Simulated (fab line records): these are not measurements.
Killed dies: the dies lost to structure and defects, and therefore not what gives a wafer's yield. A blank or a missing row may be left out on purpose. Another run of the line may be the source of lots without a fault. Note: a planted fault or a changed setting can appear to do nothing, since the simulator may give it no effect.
fab line records	flow nand-harc
[record] lots = 11	wafers = 33	last-day = 34
route steps=1302 shown A_CHANNEL_HOLE_D2@588 A_CHANNEL_FILL_D2@614 END@1302
lots that met no fault: from a run of the same line without faults
start-h: the number of hours between the record's first day and the start of the first shown wafer of the lot	wait-h: hours elapsed since this lot's preceding step	" repeats the value in the row above	L1.1+2: a row that stands for several wafers	- value missing, or start not given	* or withheld: withheld	< > ~ a bound
route shown NAME@n: NAME is a module with steps in the file, n the number in the route of the first one	usual: mean/standard deviation taken from wafers without a fault	same: alike in all rows	chamber/n: place in a boat	sites: each site's reading	_std_site: standard deviation of those values	_edge_site: mean of outer sites minus mean of inner sites	radius-mm: how far each site lies from the wafer's centre	mask NAME#n: copy n	behind: the last tool/chamber to shape the wafer	hold: reason for holding the lot/hours on hold/outcome of the hold	device: the transistor (n, p or np) that didn't switch	end of line: at the end of the route, the tests of the same wafers	for a step that has no rows: nothing shown but its recipe	killed: not the wafer's yield, but the dies lost to structure and defects at the first sort	map: per-die view of a wafer (x killed, . not killed, _ where there is no die)
set.NAME: setting as actually run; set.NAME@STEP: the setting as run at that earlier step	model.NAME: the simulator's own value behind a step, which no gauge read
one table for each step of the route and one row for each wafer, over a sample of lots
services: the hour from which a tool's chamber was out of use, counted from the record's first day as start-h (under 0 if before that day), plus the number of hours and why
[[steps]]
[step NHARC_A_CHANNEL_HOLE_D2_ETCH_34]
[recipe] target-depth-a = 1540	time-s = 77	cf4-flow-sccm = 100	chf3-flow-sccm = 30	ar-flow-sccm = 0	rf-w = 500	bias-w = 200	chemistry = CF4/CHF3
[usual] drypump-motor-current-A = 5.7/0.45	oes-product-au = 0.956/0.017	rf-vpp-V = 371.4/2.2	showerhead-plenum-p-Torr = 1.59/0.064	throttle-valve-pct = 16.803/0.0095
lot.wafer	tool	chamber	start-h	wait-h	drypump-motor-current-A	oes-product-au	rf-hours-counter-h	rf-vpp-V	showerhead-plenum-p-Torr	throttle-valve-pct
L499.3	rie-diel-11	0	317.31	-	5.8	0.947	2.7	369.0	1.52	16.787
L499.2	"	1	"	"	5.9	0.940	2.7	373.5	1.66	16.794
L499.1	"	2	"	"	5.1	0.955	3.5	373.0	1.68	16.809
L500.2	rie-diel-07	2	317.93	-	6.4	0.953	0.8	369.4	1.52	16.804
L500.1	"	3	"	"	6.0	0.964	0.9	370.5	1.59	16.831
L500.6	"	2	"	"	6.4	0.951	-	370.8	1.53	16.800
L502.3	rie-diel-07	3	344.13	-	6.0	0.971	2.8	370.7	1.59	16.794
L502.2	"	1	"	"	5.2	0.953	2.2	374.1	1.68	16.798
L502.4	"	2	"	"	6.4	0.955	2.5	369.2	1.52	16.808
L504.1	rie-diel-11	0	370.69	-	5.8	0.961	5.8	369.8	1.52	16.788
L504.3	"	2	"	"	5.1	0.955	7.2	374.5	1.68	16.792
L504.5	"	3	"	"	5.5	0.965	-	369.2	1.53	16.804
L505.1	rie-diel-07	2	372.55	-	6.5	0.958	3.5	369.8	1.52	16.806
L505.3	"	1	"	"	5.1	0.965	3.3	372.6	1.67	16.816
L505.6	"	2	"	"	6.4	0.947	-	367.9	1.52	16.803
L507.1	rie-diel-07	2	409.98	-	6.4	0.902	4.6	368.2	1.52	16.801
L507.2	"	0	"	"	5.5	0.965	5.3	373.0	1.64	16.811
L507.5	"	2	"	"	6.5	0.908	-	370.4	1.52	16.789
L506.3	rie-diel-03	1	411.61	-	5.4	0.968	5.7	372.0	1.60	16.799
L506.2	"	2	"	"	5.4	0.952	4.9	370.0	1.54	16.802
L506.1	"	3	"	"	5.7	0.940	5.3	375.1	1.69	16.797
L510.2	rie-diel-07	1	437.58	-	5.1	0.966	6.0	373.2	1.67	16.806
L510.3	"	0	"	"	5.5	0.955	6.8	374.4	1.64	16.807
L510.5	"	1	"	"	5.2	0.969	-	374.3	1.67	16.807
L514.4	rie-diel-11	2	476.79	-	5.1	0.964	2.5	374.3	1.68	16.815
L514.1	"	3	"	"	5.5	0.965	2.7	369.2	1.52	16.808
L514.3	"	0	"	"	5.8	0.989	3.3	369.8	1.52	16.810
L518.3	rie-diel-07	2	515.99	-	6.5	0.954	2.9	369.3	1.52	16.811
L518.4	"	3	"	"	6.0	0.955	2.7	373.2	1.59	16.793
L518.1	"	0	"	"	5.5	0.974	2.7	374.0	1.63	16.801
L519.3	rie-diel-03	2	529.65	-	5.4	0.982	2.2	370.7	1.54	16.817
L519.4	"	0	"	"	6.4	0.968	2.7	368.9	1.51	16.795
L519.6	"	2	"	"	5.4	0.977	-	370.3	1.54	16.796
[step NHARC_A_CHANNEL_HOLE_D2_ETCH_26]
[recipe] bias-v = 300	source-w = 2000	pressure-mtorr = 30	time-s = 224.1	ar-flow-sccm = 375	c4f8-flow-sccm = 11.4	o2-flow-sccm = 113.6	temp-c = -20	target-depth-a = 3000	chemistry = C4F8/O2/Ar
[usual] drypump-motor-current-A = 5.5/0.36	showerhead-plenum-p-Torr = 3.69/0.21	temp-c = -19.99/0.1	throttle-valve-pct = 24.585/0.0097
lot.wafer	tool	chamber	start-h	wait-h	drypump-motor-current-A	rf-hours-counter-h	showerhead-plenum-p-Torr	temp-c	throttle-valve-pct
L499.1	har-etch-01	1	321.85	0.7	4.9	164	3.73	-20.02	24.594
L499.2	"	0	"	"	5.6	164	3.52	-19.99	24.570
L499.3	"	0	"	"	5.6	-	3.52	-20.03	24.580
L500.1	har-etch-02	1	324.05	0.7	5.8	378	3.44	-20.14	24.588
L500.2	"	0	"	"	5.8	363	3.46	-20.03	24.582
L500.6	"	1	"	"	5.8	-	3.44	-20.07	24.581
L502.2	har-etch-02	0	350.14	0.6	5.8	379	3.45	-20.02	24.568
L502.3	"	1	"	"	5.8	-	3.43	-20.06	24.582
L502.4	"	0	"	"	5.8	-	3.45	-19.87	24.589
L504.1	har-etch-01	0	375.25	0.6	5.6	195	3.51	-20.08	24.611
L504.3	"	0	"	"	5.6	-	3.51	-19.97	24.584
L504.5	"	1	"	"	4.9	-	3.72	-19.86	24.579
L505.1	har-etch-01	1	379.40	0.6	4.9	199	3.71	-20.08	24.586
L505.3	"	0	"	"	5.6	-	3.51	-19.89	24.565
L505.6	"	1	"	"	4.9	-	3.72	-20.04	24.593
L507.1	har-etch-01	1	414.48	0.7	4.9	221	3.70	-19.87	24.578
L507.2	"	0	"	"	5.6	221	3.49	-19.91	24.584
L507.5	"	1	"	"	4.9	-	3.70	-19.97	24.586
L506.1	har-etch-01	1	418.62	0.7	4.9	225	3.70	-20.04	24.581
L506.2	"	0	"	"	5.6	225	3.49	-20.18	24.605
L506.3	"	1	"	"	4.9	-	3.70	-20.12	24.589
L510.2	har-etch-02	1	443.34	0.7	5.8	27	3.98	-20.03	24.589
L510.3	"	0	"	"	5.7	-	3.98	-19.90	24.575
L510.5	"	1	"	"	5.8	-	3.98	-19.91	24.603
L514.1	har-etch-02	0	485.06	0.6	5.7	57	3.96	-20.07	24.595
L514.4	"	1	"	"	5.8	-	3.96	-20.12	24.581
L514.3	"	0	"	"	5.8	-	3.96	-20.19	24.591
L518.1	har-etch-02	1	520.52	0.7	5.8	72	3.95	-19.77	24.577
L518.4	"	1	"	"	5.8	-	3.95	-19.91	24.587
L518.3	"	0	"	"	5.7	-	3.95	-19.91	24.595
L519.3	har-etch-02	0	534.23	0.5	5.8	-	3.94	-19.85	24.585
L519.4	"	1	"	"	5.8	-	3.94	-20.18	24.588
L519.6	"	0	"	"	5.8	-	3.94	-19.93	24.587
[step NHARC_A_CHANNEL_HOLE_D2_STRIP_28]
[recipe] o2-flow-sccm = 500	ar-flow-sccm = 0	bias-w = 0	chemistry = O2
[usual] drypump-motor-current-A = 5.7/0.42	oes-product-au = 0.995/0.01	rf-vpp-V = 57.8/0.92	showerhead-plenum-p-Torr = 3.58/0.15	throttle-valve-pct = 17.035/0.0092
lot.wafer	tool	chamber	start-h	wait-h	drypump-motor-current-A	oes-product-au	rf-hours-counter-h	rf-vpp-V	showerhead-plenum-p-Torr	throttle-valve-pct
L499.3	rie-diel-07	2	-	-	6.4	0.983	1.3	58.0	3.42	17.036
L499.1	"	3	"	"	6.1	0.995	1.7	57.6	3.58	17.031
L499.2	"	0	"	"	5.5	1.002	1.4	58.3	3.67	17.050
L500.1	rie-diel-11	2	-	-	5.1	0.986	3.9	58.6	3.77	17.045
L500.2	"	3	"	"	5.5	0.990	4.1	56.8	3.42	17.031
L500.6	"	0	"	"	5.8	0.981	-	58.2	3.42	17.040
L502.2	rie-diel-07	3	-	-	6.1	0.996	3.4	56.7	3.57	17.033
L502.3	"	0	"	"	5.5	1.003	3.1	55.8	3.67	17.055
L502.4	"	2	"	"	6.5	0.982	3.0	57.6	3.42	17.020
L504.1	rie-diel-11	3	-	-	5.5	1.011	8.2	56.7	3.42	17.031
L504.3	"	0	"	"	5.8	1.005	7.1	57.7	3.42	17.043
L504.5	"	3	"	"	5.5	1.001	-	57.9	3.42	17.049
L505.1	rie-diel-07	2	-	-	6.5	0.967	4.2	56.3	3.42	17.031
L505.3	"	1	"	"	5.2	0.995	3.9	57.4	3.75	17.038
L505.6	"	3	"	"	6.1	0.993	-	57.3	3.57	17.042
L507.1	rie-diel-03	3	-	-	5.7	0.976	5.9	58.7	3.78	17.039
L507.2	"	2	"	"	5.4	0.982	5.5	58.5	3.45	17.030
L507.5	"	0	"	"	6.4	0.996	-	56.2	3.40	17.044
L506.3	rie-diel-07	2	-	-	6.4	0.980	5.5	57.5	3.42	17.041
L506.1	"	0	"	"	5.5	1.004	6.3	58.9	3.67	17.041
L506.2	"	1	"	"	5.2	0.996	5.4	57.1	3.75	17.027
L510.2	rie-diel-11	2	-	-	5.1	0.981	0.1	57.7	3.77	17.048
L510.3	"	3	"	"	5.5	1.003	0.1	59.8	3.42	17.042
L510.5	"	2	"	"	5.1	1.001	-	57.8	3.77	17.033
L514.1	rie-diel-07	1	-	-	5.2	0.993	0.1	58.5	3.75	17.030
L514.3	"	3	"	"	6.0	0.988	0.1	58.5	3.57	17.036
L514.4	"	0	"	"	5.5	1.002	-	57.0	3.66	17.021
L518.4	rie-diel-11	3	-	-	5.5	0.999	5.0	56.1	3.42	17.034
L518.1	"	0	"	"	5.8	0.998	5.6	57.5	3.41	17.048
L518.3	"	1	"	"	5.9	0.998	3.8	57.9	3.71	17.037
L519.4	rie-diel-11	1	-	-	5.9	0.999	5.7	57.6	3.71	17.035
L519.3	"	3	"	"	5.5	1.000	7.2	55.5	3.42	17.035
L519.6	"	1	"	"	5.9	0.996	-	57.4	3.71	17.028
[step NHARC_A_CHANNEL_HOLE_D2_INSPECT_40]
[usual] raw-defect-count = 261/72
lot.wafer	tool	chamber	start-h	wait-h	raw-defect-count
L499.1	defect-inspect-01	-	323.78	-	376
L499.2	"	-	"	"	268
L499.3	"	-	"	"	360
L500.1	defect-inspect-02	-	325.99	-	355
L500.2	"	-	"	"	336
L500.6	"	-	"	"	335
L502.2	defect-inspect-02	-	352.03	-	398
L502.3	"	-	"	"	186
L502.4	"	-	"	"	205
L504.1	defect-inspect-02	-	377.16	-	216
L504.3	"	-	"	"	177
L504.5	"	-	"	"	337
L505.1	defect-inspect-02	-	381.30	-	283
L505.3	"	-	"	"	231
L505.6	"	-	"	"	184
L507.1	defect-inspect-02	-	416.43	-	261
L507.2	"	-	"	"	239
L507.5	"	-	"	"	225
L506.1	defect-inspect-02	-	420.54	-	290
L506.2	"	-	"	"	361
L506.3	"	-	"	"	420
L510.2	defect-inspect-02	-	445.40	-	271
L510.3	"	-	"	"	1474
L510.5	"	-	"	"	354
L514.1	defect-inspect-02	-	487.13	-	233
L514.3	"	-	"	"	243
L514.4	"	-	"	"	267
L518.1	defect-inspect-02	-	522.47	-	214
L518.3	"	-	"	"	188
L518.4	"	-	"	"	192
L519.3	defect-inspect-02	-	536.09	-	140
L519.4	"	-	"	"	155
L519.6	"	-	"	"	153
[step NHARC_A_CHANNEL_FILL_D2_ALD_14]
[recipe] target-thk-a = 25	pulse-time-s = 10	ald-cycles = 25	temp-c = 300	material = SiO2
[usual] heater-power-w = 472/37	precursor-pulse-height-rel = 1.002/0.022
[same] ald-cycles = 25
lot.wafer	tool	chamber	start-h	wait-h	heater-power-w	precursor-pulse-height-rel
L499.3	ald-hk-02	1	330.59	0.1	412	1.017
L499.2	"	2	"	"	472	0.964
L499.1	"	3	"	"	455	0.975
L500.2	ald-hk-03	3	330.77	0.3	437	1.032
L500.1	"	0	"	"	483	0.955
L500.6	"	3	"	"	448	0.992
L502.2	ald-hk-03	1	362.80	3.6	483	1.015
L502.4	"	2	"	"	434	1.028
L502.3	"	0	"	"	477	1.002
L504.3	ald-hk-03	2	384.39	0.1	442	0.980
L504.1	"	3	"	"	450	0.994
L504.5	"	0	"	"	496	0.997
L505.1	ald-hk-03	0	388.40	0.0	493	0.993
L505.3	"	2	"	"	439	1.015
L505.6	"	1	"	"	476	1.017
L507.1	ald-hk-01	1	423.73	0.1	567	1.038
L507.2	"	2	"	"	509	0.999
L507.5	"	0	"	"	520	1.012
L506.2	ald-hk-03	3	427.78	0.1	441	1.022
L506.3	"	0	"	"	467	0.995
L506.1	"	1	"	"	497	0.955
L510.2	ald-hk-02	2	452.55	0.0	468	1.016
L510.3	"	0	"	"	518	1.003
L510.5	"	3	"	"	437	0.980
L514.3	ald-hk-03	3	496.69	2.4	439	1.005
L514.4	"	0	"	"	456	1.001
L514.1	"	1	"	"	485	0.994
L518.3	ald-hk-01	2	529.80	0.0	524	1.025
L518.4	"	3	"	"	433	0.970
L518.1	"	1	"	"	541	1.003
L519.3	ald-hk-02	2	542.07	0.0	485	1.003
L519.4	"	1	"	"	433	1.017
L519.6	"	2	"	"	476	1.007
[step NHARC_END_SORT_01]
[recipe] temp-c = 25
[usual] killed-at-array = 49/19	killed-at-other = 0.9/1.1	killed-at-periphery = 4.0/2.7	killed-dies = 54/19	killed-open = 3.3/1.8	killed-short = 2.6/1.6
[same] gross-dies = 677
lot.wafer	tool	chamber	start-h	wait-h	killed-at-array	killed-at-other	killed-at-periphery	killed-dies	killed-open	killed-short
L499.1	prober-01	0	575.28	2.5	41	0	5	46	4	3
L499.2	prober-01	0	576.09	2.8	55	0	6	61	6	1
L499.3	prober-01	0	576.89	3.1	46	0	2	48	1	0
L500.1	prober-01	0	583.09	2.5	86	0	5	91	3	1
L500.2	prober-01	0	583.89	2.8	78	0	10	88	2	3
L500.6	prober-01	0	587.08	4.0	69	0	2	71	5	0
L502.2	prober-02	0	608.08	2.8	53	1	5	59	0	3
L502.3	prober-02	0	608.88	3.1	69	1	4	74	2	2
L502.4	prober-02	0	609.68	3.4	66	1	2	69	1	4
L505.1	prober-02	0	639.19	2.5	55	2	4	61	5	3
L505.3	prober-02	0	640.80	3.1	51	0	3	54	1	2
L505.6	prober-02	0	643.22	4.0	32	0	5	37	5	2
L504.1	prober-01	0	646.04	2.5	41	0	0	41	0	0
L504.3	prober-01	0	647.64	3.1	39	1	1	41	2	4
L504.5	prober-01	0	649.23	3.7	33	3	3	39	3	7
L507.1	prober-02	0	670.35	2.5	39	2	4	45	2	3
L507.2	prober-02	0	671.14	2.8	40	0	9	49	2	1
L507.5	prober-02	0	673.51	3.7	31	0	3	34	3	0
L506.1	prober-01	0	685.58	2.5	66	5	5	76	2	5
L506.2	prober-01	0	686.39	2.8	74	1	1	76	3	4
L506.3	prober-01	0	687.19	3.1	58	1	1	60	1	4
L510.2	prober-01	0	723.38	2.8	61	1	2	64	3	2
L510.3	prober-01	0	724.18	3.1	158	2	0	160	2	3
L510.5	prober-01	0	725.77	3.7	67	0	1	68	3	1
L514.1	prober-01	0	747.35	2.5	58	0	10	68	4	3
L514.3	prober-01	0	748.98	3.1	40	0	8	48	5	0
L514.4	prober-01	0	749.79	3.4	52	1	2	55	2	4
L518.1	prober-02	0	779.31	2.5	23	0	5	28	4	5
L518.3	prober-02	0	780.89	3.1	12	0	4	16	3	0
L518.4	prober-02	0	781.69	3.4	27	0	1	28	0	2
L519.3	prober-01	0	805.83	3.1	37	1	2	40	4	1
L519.4	prober-01	0	806.64	3.4	54	1	3	58	6	2
L519.6	prober-01	0	808.25	4.0	53	2	1	56	1	2
// killed by level:class
L499.1 A_SLIT:chamber-film-flake=17 A_CHANNEL_HOLE_D1:chamber-film-flake=8 A_STAIRCASE:chamber-film-flake=5 A_CHANNEL_HOLE_D2:chamber-film-flake=3 A_CHANNEL_FILL_D1:geometric-particle:short=2 P_GATE:chamber-film-flake=2 A_CONTACT:chamber-film-flake=2 P_CONTACT:geometric-particle:open=1
L499.2 A_SLIT:chamber-film-flake=21 A_CHANNEL_HOLE_D2:chamber-film-flake=11 A_CHANNEL_HOLE_D1:chamber-film-flake=8 A_CONTACT:chamber-film-flake=5 P_GATE:chamber-film-flake=4 A_CHANNEL_HOLE_D2:geometric-particle:open=2 A_STAIRCASE:chamber-film-flake=2 A_BONDPAD:chamber-film-flake=2
L499.3 A_SLIT:chamber-film-flake=16 A_CHANNEL_HOLE_D2:chamber-film-flake=10 A_CHANNEL_HOLE_D1:chamber-film-flake=9 A_STAIRCASE:chamber-film-flake=5 P_GATE:chamber-film-flake=2 A_DECK1_JOINT:chamber-film-flake=2 A_CONTACT:chamber-film-flake=2 A_CHANNEL_FILL_D1:geometric-particle:open=1
L500.1 A_CHANNEL_HOLE_D2:chamber-film-flake=44 A_SLIT:chamber-film-flake=19 A_CHANNEL_HOLE_D1:chamber-film-flake=15 A_CONTACT:chamber-film-flake=3 P_ZERO_WELL:chamber-film-flake=2 P_GATE:chamber-film-flake=2 A_ONON_D1:geometric-particle:open=1 A_CHANNEL_FILL_D1:geometric-particle:short=1
L500.2 A_CHANNEL_HOLE_D1:chamber-film-flake=25 A_SLIT:chamber-film-flake=24 A_CHANNEL_HOLE_D2:chamber-film-flake=18 P_GATE:chamber-film-flake=7 A_STAIRCASE:chamber-film-flake=4 A_WL_FILL:geometric-particle:short=2 A_CONTACT:chamber-film-flake=2 P_CONTACT:geometric-particle:open=1
L500.6 A_CHANNEL_HOLE_D2:chamber-film-flake=22 A_SLIT:chamber-film-flake=20 A_CHANNEL_HOLE_D1:chamber-film-flake=17 A_STAIRCASE:chamber-film-flake=4 P_CONTACT:geometric-particle:open=1 A_CHANNEL_FILL_D1:geometric-particle:open=1 A_ONON_D2:geometric-particle:open=1 A_WL_FILL:geometric-particle:open=1
L502.2 A_CHANNEL_HOLE_D2:chamber-film-flake=17 A_SLIT:chamber-film-flake=15 A_CONTACT:chamber-film-flake=10 A_CHANNEL_HOLE_D1:chamber-film-flake=5 P_GATE:chamber-film-flake=3 A_CHANNEL_FILL_D2:geometric-particle:short=2 P_GATE:geometric-particle:short=1 P_ZERO_WELL:chamber-film-flake=1
L502.3 A_CHANNEL_HOLE_D2:chamber-film-flake=40 A_SLIT:chamber-film-flake=15 A_BLC:chamber-film-flake=6 A_CHANNEL_HOLE_D1:chamber-film-flake=3 A_CHANNEL_FILL_D2:geometric-particle:short=2 P_ZERO_WELL:chamber-film-flake=2 P_GATE:chamber-film-flake=2 A_CHANNEL_FILL_D2:geometric-particle:open=1
L502.4 A_SLIT:chamber-film-flake=34 A_CHANNEL_HOLE_D2:chamber-film-flake=16 A_CONTACT:chamber-film-flake=6 A_BLC:chamber-film-flake=3 A_M0:geometric-particle:short=2 A_CHANNEL_HOLE_D1:chamber-film-flake=2 P_CONTACT:geometric-particle:short=1 A_WL_FILL:geometric-particle:open=1
L505.1 A_CHANNEL_HOLE_D1:chamber-film-flake=32 A_CHANNEL_HOLE_D2:chamber-film-flake=8 A_CHANNEL_FILL_D2:chamber-film-flake=3 A_CONTACT:chamber-film-flake=3 P_ZERO_WELL:chamber-film-flake=2 A_CHANNEL_FILL_D1:chamber-film-flake=2 P_CONTACT:geometric-particle:open=1 A_ONON_D1:geometric-particle:open=1
L505.3 A_CHANNEL_HOLE_D1:chamber-film-flake=32 A_CHANNEL_HOLE_D2:chamber-film-flake=11 P_GATE:chamber-film-flake=2 A_CHANNEL_FILL_D2:chamber-film-flake=2 A_SOURCE_PLATE:geometric-particle:short=1 A_DECK1_JOINT:geometric-particle:short=1 A_BLC:geometric-particle:open=1 P_M0:chamber-film-flake=1
L505.6 A_CHANNEL_HOLE_D1:chamber-film-flake=15 A_CHANNEL_HOLE_D2:chamber-film-flake=11 P_ZERO_WELL:chamber-film-flake=2 P_CONTACT:geometric-particle:short=1 P_M0:geometric-particle:open=1 A_SOURCE_PLATE:geometric-particle:open=1 A_ONON_D1:geometric-particle:open=1 A_DECK1_JOINT:geometric-particle:short=1
L504.1 A_SLIT:chamber-film-flake=21 A_CHANNEL_HOLE_D2:chamber-film-flake=11 A_CHANNEL_HOLE_D1:chamber-film-flake=4 A_STAIRCASE:chamber-film-flake=2 A_CONTACT:chamber-film-flake=2 A_SGD_CUT:chamber-film-flake=1
L504.3 A_SLIT:chamber-film-flake=17 A_CHANNEL_HOLE_D2:chamber-film-flake=12 A_CONTACT:chamber-film-flake=4 A_M0:geometric-particle:short=2 P_CONTACT:geometric-particle:open=1 A_CHANNEL_FILL_D1:geometric-particle:short=1 A_CHANNEL_FILL_D2:geometric-particle:open=1 A_WL_FILL:geometric-particle:short=1
L504.5 A_SLIT:chamber-film-flake=11 A_CHANNEL_HOLE_D2:chamber-film-flake=8 A_ONON_D1:geometric-particle:short=3 A_CONTACT:chamber-film-flake=3 A_WL_FILL:chamber-film-flake=2 THIN_TSV:chamber-film-flake=2 P_GATE:geometric-particle:open=1 P_M2:geometric-particle:short=1
L507.1 A_CHANNEL_HOLE_D1:chamber-film-flake=9 A_CHANNEL_HOLE_D2:chamber-film-flake=7 A_WL_FILL:chamber-film-flake=4 P_CONTACT:chamber-film-flake=4 A_CHANNEL_FILL_D1:chamber-film-flake=3 A_BONDPAD:chamber-film-flake=3 A_CHANNEL_FILL_D2:chamber-film-flake=2 A_STAIRCASE:chamber-film-flake=2
L507.2 A_CHANNEL_HOLE_D2:chamber-film-flake=20 P_CONTACT:chamber-film-flake=8 A_CHANNEL_HOLE_D1:chamber-film-flake=6 A_CHANNEL_FILL_D1:chamber-film-flake=2 A_STAIRCASE:chamber-film-flake=2 A_SLIT:chamber-film-flake=2 A_WL_FILL:chamber-film-flake=2 A_BONDPAD:chamber-film-flake=2
L507.5 A_CHANNEL_HOLE_D2:chamber-film-flake=9 A_WL_FILL:chamber-film-flake=4 A_BONDPAD:chamber-film-flake=4 P_CONTACT:chamber-film-flake=3 A_SLIT:chamber-film-flake=3 A_CHANNEL_HOLE_D1:chamber-film-flake=2 A_CHANNEL_FILL_D1:chamber-film-flake=2 A_DECK1_JOINT:geometric-particle:open=1
L506.1 A_CHANNEL_HOLE_D1:chamber-film-flake=19 A_SLIT:chamber-film-flake=18 A_CHANNEL_HOLE_D2:chamber-film-flake=8 A_STAIRCASE:chamber-film-flake=5 A_CHANNEL_FILL_D2:chamber-film-flake=4 A_CONTACT:chamber-film-flake=4 P_ZERO_WELL:chamber-film-flake=3 THIN_TSV:chamber-film-flake=3
L506.2 A_SLIT:chamber-film-flake=24 A_CHANNEL_HOLE_D1:chamber-film-flake=20 A_CHANNEL_HOLE_D2:chamber-film-flake=14 A_STAIRCASE:chamber-film-flake=4 A_BONDPAD:chamber-film-flake=2 A_ONON_D1:geometric-particle:short=1 A_DECK1_JOINT:geometric-particle:open=1 A_DECK1_JOINT:geometric-particle:short=1
L506.3 A_CHANNEL_HOLE_D1:chamber-film-flake=18 A_SLIT:chamber-film-flake=17 A_CONTACT:chamber-film-flake=5 A_CHANNEL_HOLE_D2:chamber-film-flake=3 A_CHANNEL_FILL_D2:chamber-film-flake=3 A_STAIRCASE:chamber-film-flake=3 A_DECK1_JOINT:geometric-particle:short=2 A_CHANNEL_FILL_D1:chamber-film-flake=2
L510.2 A_CHANNEL_HOLE_D1:chamber-film-flake=28 A_SLIT:chamber-film-flake=24 A_CHANNEL_HOLE_D2:chamber-film-flake=3 A_CONTACT:chamber-film-flake=2 P_GATE:geometric-particle:open=1 P_CONTACT:geometric-particle:short=1 A_ONON_D1:geometric-particle:open=1 A_ONON_D2:geometric-particle:open=1
L510.3 A_CHANNEL_HOLE_D2:unspecified=105 A_CHANNEL_HOLE_D1:chamber-film-flake=21 A_SLIT:chamber-film-flake=17 A_CHANNEL_HOLE_D2:chamber-film-flake=5 A_CONTACT:chamber-film-flake=3 A_ONON_D2:geometric-particle:short=2 A_M0:chamber-film-flake=2 A_CHANNEL_FILL_D1:geometric-particle:open=1
L510.5 A_SLIT:chamber-film-flake=32 A_CHANNEL_HOLE_D1:chamber-film-flake=20 A_STAIRCASE:chamber-film-flake=6 A_CHANNEL_HOLE_D2:chamber-film-flake=3 P_GATE:geometric-particle:open=1 A_ONON_D1:geometric-particle:short=1 A_ONON_D1:geometric-particle:open=1 A_WL_FILL:geometric-particle:open=1
L514.1 A_CHANNEL_HOLE_D1:chamber-film-flake=31 A_CHANNEL_HOLE_D2:chamber-film-flake=5 A_STAIRCASE:chamber-film-flake=5 A_CONTACT:chamber-film-flake=5 P_CONTACT:chamber-film-flake=3 P_M2:chamber-film-flake=3 A_SLIT:chamber-film-flake=3 P_GATE:chamber-film-flake=2
L514.3 A_CHANNEL_HOLE_D1:chamber-film-flake=15 A_SLIT:chamber-film-flake=6 A_CHANNEL_HOLE_D2:chamber-film-flake=4 A_BONDPAD:chamber-film-flake=4 A_WL_FILL:chamber-film-flake=3 P_ZERO_WELL:chamber-film-flake=2 P_GATE:chamber-film-flake=2 P_CONTACT:chamber-film-flake=2
L514.4 A_CHANNEL_HOLE_D1:chamber-film-flake=33 A_WL_FILL:chamber-film-flake=4 A_CHANNEL_HOLE_D2:chamber-film-flake=3 A_CONTACT:chamber-film-flake=2 A_SOURCE_PLATE:geometric-particle:short=1 A_CHANNEL_FILL_D1:geometric-particle:short=1 A_CHANNEL_FILL_D2:geometric-particle:short=1 A_WL_FILL:geometric-particle:short=1
L518.1 A_SLIT:chamber-film-flake=9 A_CONTACT:chamber-film-flake=7 P_M0:geometric-particle:open=3 A_CHANNEL_FILL_D1:geometric-particle:short=2 P_CONTACT:geometric-particle:open=1 A_ONON_D1:geometric-particle:short=1 A_ONON_D2:geometric-particle:short=1 A_WL_FILL:geometric-particle:short=1
L518.3 A_SLIT:chamber-film-flake=5 P_M0:geometric-particle:open=2 A_CHANNEL_HOLE_D1:chamber-film-flake=2 A_CHANNEL_HOLE_D2:chamber-film-flake=2 A_CONTACT:chamber-film-flake=2 P_CONTACT:geometric-particle:open=1 P_STI:chamber-film-flake=1 A_STAIRCASE:chamber-film-flake=1
L518.4 A_SLIT:chamber-film-flake=11 A_CONTACT:chamber-film-flake=7 A_STAIRCASE:chamber-film-flake=3 A_CHANNEL_HOLE_D1:chamber-film-flake=2 P_M0:geometric-particle:short=1 A_WL_FILL:geometric-particle:short=1 A_DECK1_JOINT:chamber-film-flake=1 A_CHANNEL_HOLE_D2:chamber-film-flake=1
L519.3 A_SLIT:chamber-film-flake=17 A_CONTACT:chamber-film-flake=10 A_M1:chamber-film-flake=3 A_CHANNEL_FILL_D1:chamber-film-flake=2 P_GATE:geometric-particle:open=1 P_CONTACT:geometric-particle:open=1 A_ONON_D1:geometric-particle:open=1 A_ONON_D1:geometric-particle:short=1
L519.4 A_SLIT:chamber-film-flake=36 A_CONTACT:chamber-film-flake=7 A_CHANNEL_HOLE_D2:chamber-film-flake=2 A_M1:chamber-film-flake=2 P_GATE:geometric-particle:open=1 P_CONTACT:geometric-particle:open=1 A_ONON_D1:geometric-particle:open=1 A_CHANNEL_HOLE_D1:geometric-particle:open=1
L519.6 A_SLIT:chamber-film-flake=33 A_CONTACT:chamber-film-flake=13 A_CHANNEL_HOLE_D2:chamber-film-flake=2 A_M1:chamber-film-flake=2 THIN_TSV:chamber-film-flake=2 P_CONTACT:geometric-particle:open=1 A_SGD_CUT:geometric-particle:short=1 A_M0:geometric-particle:short=1
[[services]]
tool	chamber	start-h	hours	kind
rie-diel-07	-	294.20	9.0	pm
rie-diel-07	0	294.20	9.0	vent-cycle
rie-diel-07	1	294.20	9.0	vent-cycle
rie-diel-07	2	294.20	9.0	vent-cycle
rie-diel-07	3	294.20	9.0	vent-cycle
ald-hk-01	-	298.39	10.0	pm
rie-diel-07	0	303.20	-	clean
rie-diel-07	1	303.20	-	clean
rie-diel-07	2	303.20	-	clean
rie-diel-07	3	303.20	-	clean
rie-diel-07	0	306.84	2.5	repair
ald-hk-02	-	350.63	10.0	pm
rie-diel-11	2	362.29	1.3	repair
har-etch-02	-	377.29	17.0	pm
rie-diel-07	2	397.37	9.8	repair
rie-diel-11	-	432.50	9.0	pm
rie-diel-03	2	437.64	6.8	repair
rie-diel-07	0	457.18	24.8	repair
rie-diel-03	-	458.31	9.0	pm
rie-diel-07	-	471.20	9.0	pm
ald-hk-01	-	476.39	10.0	pm
rie-diel-07	2	484.12	2.5	repair
har-etch-02	-	489.20	2.1	repair
rie-diel-07	2	532.14	2.5	repair
[[key]]
[first-sign] step = NHARC_A_CHANNEL_HOLE_D2_INSPECT_40	reading = raw-defect-count	direction = up	sigmas = 17	usual = 261	struck = 1474
[effect] step = NHARC_END_SORT_01	reading = killed-at-array	direction = up	sigmas = 5.8	usual = 49	struck = 158
[more-kills-born-at] NHARC_A_CHANNEL_HOLE_D2_ETCH_34@rie-diel-07 = 105
met-at NHARC_A_CHANNEL_HOLE_D2_ETCH_34
struck-lots L510
struck-wafers L510.3
tester-left-out L510
not-acting-at NHARC_A_CHANNEL_HOLE_D2_ETCH_26,NHARC_A_CHANNEL_HOLE_D2_STRIP_28,NHARC_A_CHANNEL_FILL_D2_ALD_14
onset-between 409.98 437.58
[fault] kind = chamber-particle-source	tool = rie-diel-07	chamber = 0	onset-h = 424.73	steps = NHARC_A_CHANNEL_HOLE_D2_ETCH_34	rate-per-visit-cm2 = 1.7154	end-h = 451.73
// tester-left-out: of these lots the tester's yield and bins aren't shown, on N5 and GAA mostly nor the transistor test; their killed dies are dies lost to structure and defects alone, not to doping, threshold or leakage, so they don't give the yield
